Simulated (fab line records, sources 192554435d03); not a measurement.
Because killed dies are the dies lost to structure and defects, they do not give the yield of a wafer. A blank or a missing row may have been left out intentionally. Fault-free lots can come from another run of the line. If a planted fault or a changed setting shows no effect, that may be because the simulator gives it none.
Matching of chambers    flow n5_finfet    pecvd-04 running N5_BEOL_M8_DEP_56: 3 sister chambers
The step deposits SiCN from 3MS/NH3, target thk 10 nm, time 17.5 s. 14 wafers are shown with their chamber, then 7 later ones without.

## EACH WAFER AND ITS CHAMBER
wafer   chamber  showerhead_vpp_V (V)  showerhead_plenum_p_Torr (Torr)  throttle_valve_pct (%)
L075.2  2        977                   3.638                            8.8
L075.4  0        829                   3.661                            9.0
L075.6  2        1009                  3.650                            8.6
L077.2  2        993                   3.655                            8.9
L077.4  0        813                   3.664                            9.2
L077.6  1        943                   3.648                            9.0
L081.2  1        965                   3.654                            9.3
L081.3  2        997                   3.650                            9.0
L081.5  1        952                   3.654                            9.2
L090.1  1        959                   3.650                            9.3
L090.3  0        828                   3.653                            9.1
L090.6  0        819                   3.660                            9.1
L094.2  2        996                   3.646                            9.0
L094.5  0        818                   3.670                            9.3

SIGNATURES (averages over the wafers above)
reading                   chamber 0  chamber 1  chamber 2  scatter within a chamber
showerhead_vpp_V          821.40     954.75     994.40     9.46
showerhead_plenum_p_Torr  3.66160    3.65150    3.64780    0.00557
throttle_valve_pct        9.140      9.200      8.860      0.143
Rule: for each reading, subtract the chamber's mean from the wafer's reading, divide by that reading's scatter and square the result; add these up over the readings and take the root, which gives the wafer's distance from the chamber. The wafer belongs to the nearest chamber; if the next one is less than 2 further off, it can't be placed. The scatter is the square root of a quotient: the sum, over the shown wafers, of each reading's squared deviation from its chamber's mean, divided by wafers minus chambers.

## WAFERS WHOSE CHAMBER IS MISSING
wafer   showerhead_vpp_V (V)  showerhead_plenum_p_Torr (Torr)  throttle_valve_pct (%)
L094.6  955                   3.652                            9.3
L095.2  819                   3.667                            8.8
L095.5  961                   3.652                            9.2
L095.6  812                   3.664                            9.0
L096.1  965                   3.647                            9.4
L096.3  828                   3.662                            9.0
L096.4  962                   3.650                            9.2

## CHAMBER TAKEN BY EACH
wafer   from the rows above  in truth
L094.6  1                    1
L095.2  0                    0
L095.5  1                    1
L095.6  0                    0
L096.1  1                    1
L096.3  0                    0
L096.4  1                    1
7 of 7 placed correctly. Left unplaced by these rows: 0. 0 placed wrongly.
